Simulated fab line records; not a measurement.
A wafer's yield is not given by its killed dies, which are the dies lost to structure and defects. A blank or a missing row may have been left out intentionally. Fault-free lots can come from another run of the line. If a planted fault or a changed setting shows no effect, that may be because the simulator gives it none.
Matching of chambers	flow n5 finfet	N5_SD_EPI_N_ETCH_35 on rie diel-05: 4 sister chambers
The step etches SOC in N2/H2, overetch 108 nm, time 486 s. 4 wafers are shown with their chamber, then 8 later ones without.

== WAFERS PAIRED WITH THEIR CHAMBERS ==
wafer	chamber	showerhead plenum p Torr (Torr)
L263.5	1	2.48
L263.6	0	2.59
L265.6	3	2.49
L267.1	2	2.65

== WAFERS WITHOUT THEIR CHAMBER ==
wafer	showerhead plenum p Torr (Torr)
L267.2	2.49
L267.6	2.65
L268.1	2.59
L268.3	2.59
L268.4	2.49
L282.2	2.47
L282.5	2.57
L282.6	2.47

== WHICH CHAMBER EACH ONE RAN IN ==
wafer	from the rows above	in truth
L267.2	can't be placed: 3 or 1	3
L267.6	2	2
L268.1	0	0
L268.3	0	0
L268.4	can't be placed: 3 or 1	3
L282.2	can't be placed: 1 or 3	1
L282.5	0	0
L282.6	can't be placed: 1 or 3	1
4 of 8 placed correctly. Cannot be placed on the basis of these rows: 4; the candidates contain the true chamber in 4. Wrongly placed: 0.
How it was worked out, from the rows above alone: a wafer's distance from a chamber is the root of the sum, over the readings, of the square of ((its reading less the chamber's mean) divided by the reading's scatter). If the next closest chamber is less than 2 further off than the closest, the wafer can't be placed; otherwise it belongs to the closest. A chamber's mean is the mean of its shown wafers. The scatter: root of mean squared gap, hidden wafer to nearest shown wafer, with one shown wafer a chamber.
